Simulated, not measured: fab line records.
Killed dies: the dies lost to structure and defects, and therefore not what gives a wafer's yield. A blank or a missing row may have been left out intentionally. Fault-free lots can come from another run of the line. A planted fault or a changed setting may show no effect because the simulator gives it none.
Matching of chambers / flow nand_harc / NHARC_P_ZERO_WELL_DESCUM_54 on rie_diel-09 has 4 sister chambers
The step chemistry O2, time 3 s. 22 wafers are shown with their chamber, then 11 later ones without.

== WAFERS WITH THEIR CHAMBER ==
wafer=L075.4; chamber=2; drypump_motor_current_A (A)=5.8; rf_vpp_V (V)=57.7; oes_product_au (a.u.)=0.996
wafer=L075.5; chamber=1; drypump_motor_current_A (A)=5.7; rf_vpp_V (V)=59.4; oes_product_au (a.u.)=0.984
wafer=L075.6; chamber=2; drypump_motor_current_A (A)=5.8; rf_vpp_V (V)=57.6; oes_product_au (a.u.)=0.994
wafer=L076.1; chamber=1; drypump_motor_current_A (A)=5.6; rf_vpp_V (V)=58.2; oes_product_au (a.u.)=0.984
wafer=L076.3; chamber=0; drypump_motor_current_A (A)=5.2; rf_vpp_V (V)=58.5; oes_product_au (a.u.)=1.001
wafer=L076.4; chamber=2; drypump_motor_current_A (A)=5.8; rf_vpp_V (V)=57.4; oes_product_au (a.u.)=0.996
wafer=L077.1; chamber=3; drypump_motor_current_A (A)=5.6; rf_vpp_V (V)=59.2; oes_product_au (a.u.)=0.992
wafer=L077.2; chamber=2; drypump_motor_current_A (A)=5.8; rf_vpp_V (V)=57.4; oes_product_au (a.u.)=0.999
wafer=L077.6; chamber=0; drypump_motor_current_A (A)=5.2; rf_vpp_V (V)=57.5; oes_product_au (a.u.)=0.994
wafer=L080.3; chamber=2; drypump_motor_current_A (A)=5.7; rf_vpp_V (V)=58.1; oes_product_au (a.u.)=0.988
wafer=L080.5; chamber=0; drypump_motor_current_A (A)=5.2; rf_vpp_V (V)=59.7; oes_product_au (a.u.)=0.995
wafer=L080.6; chamber=1; drypump_motor_current_A (A)=5.7; rf_vpp_V (V)=58.9; oes_product_au (a.u.)=0.980
wafer=L082.1; chamber=2; drypump_motor_current_A (A)=5.8; rf_vpp_V (V)=57.5; oes_product_au (a.u.)=0.997
wafer=L082.4; chamber=0; drypump_motor_current_A (A)=5.2; rf_vpp_V (V)=57.0; oes_product_au (a.u.)=0.995
wafer=L082.5; chamber=0; drypump_motor_current_A (A)=5.2; rf_vpp_V (V)=57.2; oes_product_au (a.u.)=0.998
wafer=L087.1; chamber=0; drypump_motor_current_A (A)=5.2; rf_vpp_V (V)=57.9; oes_product_au (a.u.)=1.002
wafer=L087.5; chamber=3; drypump_motor_current_A (A)=5.6; rf_vpp_V (V)=59.8; oes_product_au (a.u.)=0.989
wafer=L087.6; chamber=0; drypump_motor_current_A (A)=5.2; rf_vpp_V (V)=59.7; oes_product_au (a.u.)=0.996
wafer=L088.1; chamber=2; drypump_motor_current_A (A)=5.8; rf_vpp_V (V)=58.2; oes_product_au (a.u.)=0.990
wafer=L088.4; chamber=0; drypump_motor_current_A (A)=5.2; rf_vpp_V (V)=57.6; oes_product_au (a.u.)=1.008
wafer=L088.6; chamber=1; drypump_motor_current_A (A)=5.7; rf_vpp_V (V)=57.9; oes_product_au (a.u.)=0.995
wafer=L089.1; chamber=1; drypump_motor_current_A (A)=5.7; rf_vpp_V (V)=57.0; oes_product_au (a.u.)=0.995

SIGNATURES, as means of the wafers listed above
reading=drypump_motor_current_A; chamber 0=5.200; chamber 1=5.680; chamber 2=5.786; chamber 3=5.600; scatter within a chamber=0.0303
reading=rf_vpp_V; chamber 0=58.138; chamber 1=58.280; chamber 2=57.700; chamber 3=59.500; scatter within a chamber=0.823
reading=oes_product_au; chamber 0=0.99862; chamber 1=0.98760; chamber 2=0.99429; chamber 3=0.99050; scatter within a chamber=0.00501
Rule: a wafer lies at a distance from a chamber equal to the root of the sum of squares, over the readings, of (its reading less the chamber's mean, divided by the reading's scatter). The wafer belongs to the nearest chamber; if the next one is less than 2 further off, it can't be placed. The scatter: the root of (the sum of the squares of (reading less its chamber's mean) over the shown wafers, divided by (wafers less chambers)).

== WAFERS WITH NO CHAMBER GIVEN ==
wafer=L089.2; drypump_motor_current_A (A)=5.7; rf_vpp_V (V)=57.7; oes_product_au (a.u.)=0.998
wafer=L089.4; drypump_motor_current_A (A)=5.2; rf_vpp_V (V)=58.8; oes_product_au (a.u.)=1.006
wafer=L090.1; drypump_motor_current_A (A)=5.8; rf_vpp_V (V)=57.0; oes_product_au (a.u.)=0.987
wafer=L090.3; drypump_motor_current_A (A)=5.7; rf_vpp_V (V)=57.8; oes_product_au (a.u.)=0.991
wafer=L090.6; drypump_motor_current_A (A)=5.2; rf_vpp_V (V)=58.2; oes_product_au (a.u.)=0.999
wafer=L092.2; drypump_motor_current_A (A)=5.6; rf_vpp_V (V)=56.8; oes_product_au (a.u.)=0.983
wafer=L092.3; drypump_motor_current_A (A)=5.7; rf_vpp_V (V)=57.7; oes_product_au (a.u.)=0.990
wafer=L092.4; drypump_motor_current_A (A)=5.3; rf_vpp_V (V)=58.8; oes_product_au (a.u.)=0.990
wafer=L097.2; drypump_motor_current_A (A)=5.7; rf_vpp_V (V)=59.2; oes_product_au (a.u.)=0.982
wafer=L097.4; drypump_motor_current_A (A)=5.7; rf_vpp_V (V)=56.9; oes_product_au (a.u.)=0.984
wafer=L097.5; drypump_motor_current_A (A)=5.2; rf_vpp_V (V)=57.4; oes_product_au (a.u.)=0.993

== WHICH CHAMBER EACH WENT THROUGH ==
wafer=L089.2; from the rows above=can't be placed: 1 or 2 or 3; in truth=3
wafer=L089.4; from the rows above=0; in truth=0
wafer=L090.1; from the rows above=2; in truth=2
wafer=L090.3; from the rows above=can't be placed: 1 or 2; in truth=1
wafer=L090.6; from the rows above=0; in truth=0
wafer=L092.2; from the rows above=can't be placed: 1 or 3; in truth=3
wafer=L092.3; from the rows above=can't be placed: 1 or 2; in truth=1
wafer=L092.4; from the rows above=0; in truth=0
wafer=L097.2; from the rows above=1; in truth=1
wafer=L097.4; from the rows above=can't be placed: 1 or 2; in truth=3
wafer=L097.5; from the rows above=0; in truth=0
Correctly placed: 6 of 11. Not placeable from these rows: 5 (in 4, the candidates include the true chamber). 0 placed wrongly.
